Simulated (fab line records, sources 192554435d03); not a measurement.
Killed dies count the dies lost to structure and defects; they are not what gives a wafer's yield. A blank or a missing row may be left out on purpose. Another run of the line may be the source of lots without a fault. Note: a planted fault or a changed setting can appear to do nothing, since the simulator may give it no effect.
The tool behind it: which one? -- flow n5_finfet -- Sampling: 8 lots, 24 wafers, 6 of 1938 route steps

== WHAT EACH GAUGE READ, for each wafer ==
N5_HKMG_FIN_INSPECT_14: inspects for defects (macro).
lot,measured,on,raw_defect_count
L904,day 4 08:22,defect_inspect-02,6 2 1
L907,day 4 20:56,defect_inspect-01,1 1 3
L909,day 5 09:12,defect_inspect-02,1 3 3
L914,day 6 20:02,defect_inspect-01,2 1 5
L915,day 6 23:28,defect_inspect-02,>300 >300 >300
L916,day 7 03:50,defect_inspect-02,>300 >300 >300
L921,day 8 11:32,defect_inspect-02,1 1 2
L923,day 8 22:18,defect_inspect-02,2 3 2

N5_BEOL_M4_RC_MEAS_101.
lot,measured,on,DIBL_N (mV/V),DIBL_P (mV/V),IOFF_N (nA/um),IOFF_P (nA/um),ION_N (uA/um),ION_P (uA/um),SS_N (mV/dec),SS_P (mV/dec),VT_N (mV),VT_P (mV)
L904,day 7 22:36,prober-02,37.7 35.5 36.2,38.4 36.8 37.6,0.178 0.155 0.157,0.22 0.20 0.20,671 675 679,462 464 464,72.2 71.2 70.8,73.5 72.9 72.7,250.2 251.4 250.2,-250 -251 -252
L907,day 8 06:26,prober-02,35.5 35.4 37.9,36.6 36.2 39.3,0.160 0.146 0.207,0.20 0.18 0.24,675 661 679,456 450 463,71.5 71.3 71.7,73.7 73.5 75.0,248.2 250.2 244.5,-252 -257 -249
L909,day 9 01:47,prober-01,35.2 35.9 35.2,34.7 36.4 34.3,0.133 0.144 0.134,0.20 0.22 0.20,668 671 665,468 468 461,71.4 72.3 71.2,73.0 73.8 72.9,250.7 251.6 253.1,-249 -246 -250
L914,day 10 10:08,prober-02,36.3 36.3 36.1,35.8 35.8 35.7,0.159 0.161 0.152,0.21 0.21 0.21,687 685 668,467 472 458,71.9 71.1 70.8,73.7 74.1 73.5,249.2 248.0 249.3,-251 -251 -250
L915,day 10 16:43,prober-02,38.7 38.5 40.6,38.0 38.2 41.5,0.181 0.185 0.236,0.25 0.25 0.31,671 683 696,464 468 477,72.1 72.3 72.6,73.0 73.4 73.8,245.3 245.3 245.4,-246 -249 -242
L916,day 10 11:17,prober-01,34.6 34.1 36.6,32.7 32.2 35.1,0.127 0.117 0.156,0.18 0.17 0.21,661 660 678,454 453 460,71.4 71.3 71.4,72.3 72.0 73.0,255.9 255.5 250.3,-252 -253 -249
L921,day 11 17:59,prober-01,35.7 35.9 36.2,34.8 35.4 35.9,0.138 0.143 0.145,0.19 0.21 0.21,668 668 669,461 461 466,70.4 71.3 71.4,73.1 72.7 72.7,249.6 248.5 249.6,-249 -250 -248
L923,day 12 12:56,prober-01,37.7 37.7 36.4,36.7 37.1 34.8,0.175 0.186 0.149,0.25 0.26 0.22,679 688 661,467 470 463,71.8 71.7 71.0,73.3 74.1 73.3,247.2 247.7 250.1,-247 -247 -248

== WHAT TOOL EACH LOT RAN ON (gives the tool, then ch and the chambers of the sampled wafers, and finally the start) ==
lot,N5_HKMG_FIN_DESCUM_53,N5_HKMG_FIN_ETCH_58,N5_HKMG_FIN_ALD_36,N5_HKMG_FIN_STRIP_34
L904,"rie_diel-01 ch 0,2, day 4 04:56","rie_diel-01 ch 0,2, day 4 05:14","ald_metal-04 ch 1,3, day 4 07:09","rie_diel-01 ch 0,2,3, day 4 09:01"
L907,"rie_diel-01 ch 0,1,2, day 4 17:36","rie_diel-01 ch 0,1,2, day 4 17:55","ald_metal-04 ch 0,2,3, day 4 19:44","rie_diel-01 ch 1,2,3, day 4 21:23"
L909,"rie_diel-03 ch 1,2, day 5 05:59","rie_diel-03 ch 1,2, day 5 06:17","ald_metal-02 ch 1,3, day 5 08:07","rie_diel-03 ch 0,1,3, day 5 09:31"
L914,"rie_diel-01 ch 0,3, day 6 16:42","rie_diel-01 ch 0,3, day 6 17:00","ald_metal-01 ch 0,1,2, day 6 18:57","rie_diel-03 ch 0,1, day 6 20:45"
L915,"rie_diel-01 ch 0,1, day 6 20:08","rie_diel-01 ch 0,1, day 6 20:26","ald_metal-02 ch 0,1,2, day 6 22:16","rie_diel-02 ch 0,1, day 6 23:48"
L916,"rie_diel-01 ch 0,1,2, day 6 23:18","rie_diel-01 ch 0,1,2, day 6 23:36","ald_metal-02 ch 0,2,3, day 7 01:25","rie_diel-01 ch 1,2, day 7 04:11"
L921,"rie_diel-03 ch 1,2,3, day 8 08:19","rie_diel-03 ch 1,2,3, day 8 08:37","ald_metal-02 ch 0,1,3, day 8 10:27","rie_diel-03 ch 1,2,3, day 8 11:51"
L923,"rie_diel-03 ch 1,2, day 8 18:46","rie_diel-03 ch 1,2, day 8 19:04","ald_metal-01 ch 1,2,3, day 8 21:05","rie_diel-02 ch 0,1,2, day 8 22:41"
- N5_HKMG_FIN_DESCUM_53: chemistry O2, time 7.9 s.
- N5_HKMG_FIN_ETCH_58: etches SOC in N2/H2, target depth 215.8 nm, time 741 s.
- N5_HKMG_FIN_ALD_36: deposits TiN, target thk 1 nm, pulse time 1 s, purge time 3 s.
- N5_HKMG_FIN_STRIP_34: strips in CF4.

== WHAT THE TOOLS THEMSELVES READ (means of the sampled wafers that have a number; where no wafer has one, the mark that the record gives instead) ==
N5_HKMG_FIN_DESCUM_53.
lot,tool,drypump_motor_current_A (A),oes_product_au (a.u.),rf_vpp_V (V),showerhead_plenum_p_Torr (Torr),temp_c (C),throttle_valve_pct (%)
L904,rie_diel-01,6.0,0.74,244.7,2.13,40.06,20.08
L907,rie_diel-01,5.9,0.83,244.1,2.09,39.97,20.08
L909,rie_diel-03,6.0,0.75,243.4,2.12,39.81,20.34
L914,rie_diel-01,6.2,0.75,244.6,2.17,39.99,20.15
L915,rie_diel-01,6.0,0.84,243.2,2.07,39.96,20.14
L916,rie_diel-01,5.9,0.79,242.6,2.09,40.09,20.11
L921,rie_diel-03,6.2,0.71,243.3,2.08,39.92,20.50
L923,rie_diel-03,6.0,0.71,242.6,2.11,39.91,20.39

N5_HKMG_FIN_ETCH_58.
lot,tool,drypump_motor_current_A (A),oes_product_au (a.u.),rf_vpp_V (V),showerhead_plenum_p_Torr (Torr),throttle_valve_pct (%)
L904,rie_diel-01,6.0,0.73,99.0,2.60,17.55
L907,rie_diel-01,5.9,0.83,99.6,2.56,17.56
L909,rie_diel-03,6.0,0.74,99.3,2.57,17.70
L914,rie_diel-01,6.2,0.75,100.4,2.64,17.57
L915,rie_diel-01,6.0,0.85,99.1,2.53,17.61
L916,rie_diel-01,5.9,0.79,99.5,2.55,17.60
L921,rie_diel-03,6.2,0.71,99.4,2.52,17.89
L923,rie_diel-03,6.0,0.72,98.9,2.56,17.74

N5_HKMG_FIN_ALD_36.
lot,tool,heater_power_w (W),precursor_pulse_height_rel
L904,ald_metal-04,1009,0.998
L907,ald_metal-04,993,0.977
L909,ald_metal-02,826,0.998
L914,ald_metal-01,1005,1.003
L915,ald_metal-02,838,1.004
L916,ald_metal-02,847,1.001
L921,ald_metal-02,871,1.018
L923,ald_metal-01,916,1.013

N5_HKMG_FIN_STRIP_34.
lot,tool,drypump_motor_current_A (A),oes_product_au (a.u.),rf_vpp_V (V),showerhead_plenum_p_Torr (Torr),throttle_valve_pct (%)
L904,rie_diel-01,6.0,0.80,272.3,1.84,13.29
L907,rie_diel-01,5.9,0.88,271.9,1.82,13.21
L909,rie_diel-03,6.1,0.71,271.5,1.80,13.66
L914,rie_diel-03,6.1,0.70,271.1,1.80,13.57
L915,rie_diel-02,5.0,0.73,270.2,1.74,13.44
L916,rie_diel-01,5.7,0.80,270.9,1.78,13.31
L921,rie_diel-03,6.2,0.71,271.1,1.77,13.68
L923,rie_diel-02,5.3,0.79,270.9,1.78,13.50

== THE ANSWER, worked out from the rows above alone ==
Rule: what is usual is taken from the lots themselves. The widest of any qualifying gaps counts: lots, ordered by their means at a reading, are off when they make up no more than a third of the lots, leave a main group of 4 or more, and stand apart from it by 3 or more times the standard deviation of that group's means. The tables above print the reading to a certain number of digits; a main group whose means all agree to those digits is not used. Also off: a lot with no number at a reading for which 4 or more lots have one. Any other lot the step has rows for is counted as sound. After the gauges, taken in route order, come the tools' own readings; for these a lot's mean is taken, as printed above. At the first step where some lot is off, the reading lying furthest off is the one used; lots without a number count as furthest.
Off: L915, L916 (N5_HKMG_FIN_INSPECT_14, raw_defect_count). Without a number there: L915, L916. Main group: mean 2.2, sd 0.57.
A tool fits if, at a process step before that reading, it ran every lot that is off, and no sound lot after the first of them. Those tools and the gauges at N5_HKMG_FIN_INSPECT_14 are tried in the same way. One fits: rie_diel-01 at N5_HKMG_FIN_DESCUM_53 and N5_HKMG_FIN_ETCH_58. At N5_HKMG_FIN_DESCUM_53 its last sound lot is L914 (day 6 16:42), its first lot that is off L915 (day 6 20:08): a fault that began between those two fits.

== WHAT WAS PUT IN BY THE SIMULATOR ==
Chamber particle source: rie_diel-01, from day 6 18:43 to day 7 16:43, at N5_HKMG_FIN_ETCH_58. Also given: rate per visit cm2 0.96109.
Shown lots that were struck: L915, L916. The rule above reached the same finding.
